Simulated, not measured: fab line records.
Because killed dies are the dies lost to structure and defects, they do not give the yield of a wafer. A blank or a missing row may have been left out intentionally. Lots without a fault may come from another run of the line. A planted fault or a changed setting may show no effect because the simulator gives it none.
Matching of chambers ; flow nandHarc ; NHARC_A_SLIT_DESCUM_14 on rieDiel-02: 4 sister chambers
The step chemistry O2, time 3 s. 4 wafers are shown with their chamber, then 12 later ones without.

== WAFERS WITH THEIR CHAMBER ==
wafer;chamber;showerheadPlenumPTorr (Torr)
L082.6;0;1.90
L086.4;2;1.92
L088.4;3;1.95
L088.5;1;1.84

== WAFERS WITH NO CHAMBER GIVEN ==
wafer;showerheadPlenumPTorr (Torr)
L087.2;1.90
L087.3;1.95
L087.5;1.84
L091.2;1.95
L091.4;1.84
L091.5;1.94
L096.1;1.92
L096.3;1.84
L096.4;1.94
L097.2;1.84
L097.4;1.92
L097.6;1.94

== WHICH CHAMBER EACH WENT THROUGH ==
wafer;from the rows above;in truth
L087.2;0;0
L087.3;3;3
L087.5;1;1
L091.2;3;3
L091.4;1;1
L091.5;3;3
L096.1;2;2
L096.3;1;1
L096.4;3;3
L097.2;1;1
L097.4;2;2
L097.6;3;3
Placed correctly: 12 of 12. Can't be placed from these rows: 0. 0 placed wrongly.
How it was worked out, from the rows above alone: a wafer's distance from a chamber is the root of the sum, over the readings, of the square of ((its reading less the chamber's mean) divided by the reading's scatter). The wafer belongs to the nearest chamber; if the next one is less than 2 further off, it can't be placed. A chamber's mean is the mean of its shown wafers. The scatter (one wafer shown for each chamber): square how far every hidden wafer sits from the nearest shown wafer, average those squares and take the square root.
